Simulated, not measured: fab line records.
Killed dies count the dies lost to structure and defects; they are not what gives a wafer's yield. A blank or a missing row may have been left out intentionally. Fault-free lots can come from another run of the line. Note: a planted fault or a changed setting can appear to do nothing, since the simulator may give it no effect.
Chamber matching -- flow n5Finfet -- rieDiel-03 running N5_BEOL_M2_STRIP_19: 4 sister chambers
The step strips in O2. 8 wafers are shown with their chamber, then 9 later ones without.

== WAFERS WITH THEIR CHAMBER ==
wafer,chamber,showerheadPlenumPTorr (Torr),drypumpMotorCurrentA (A)
L083.3,0,2.22,5.5
L084.4,1,2.14,6.1
L086.3,2,2.13,5.6
L086.4,3,2.09,5.9
L086.5,2,2.13,5.6
L089.1,1,2.14,6.1
L089.2,3,2.09,6.0
L089.3,0,2.21,5.5

== WAFERS WHOSE CHAMBER IS MISSING ==
wafer,showerheadPlenumPTorr (Torr),drypumpMotorCurrentA (A)
L089.4,2.13,5.6
L089.5,2.09,6.0
L089.6,2.13,5.6
L091.1,2.21,5.5
L091.2,2.09,6.0
L091.3,2.13,6.1
L094.1,2.08,6.0
L094.5,2.21,5.4
L094.6,2.08,6.0

== WHICH CHAMBER EACH ONE RAN IN ==
wafer,from the rows above,in truth
L089.4,2,2
L089.5,3,3
L089.6,2,2
L091.1,0,0
L091.2,3,3
L091.3,1,1
L094.1,3,3
L094.5,0,0
L094.6,3,3
Correctly placed: 9 of 9. Can't be placed from these rows: 0. Number placed wrongly: 0.
How it was worked out, from the rows above alone: a wafer's distance from a chamber is the root of the sum, over the readings, of the square of ((its reading less the chamber's mean) divided by the reading's scatter). The wafer belongs to the nearest chamber; if the next one is less than 2 further off, it can't be placed. Each chamber's mean is taken over the wafers shown for it. How the scatter is found: for the shown wafers, subtract from each reading the mean of its chamber, square and add these, divide the total by (wafers less chambers), then take the root.
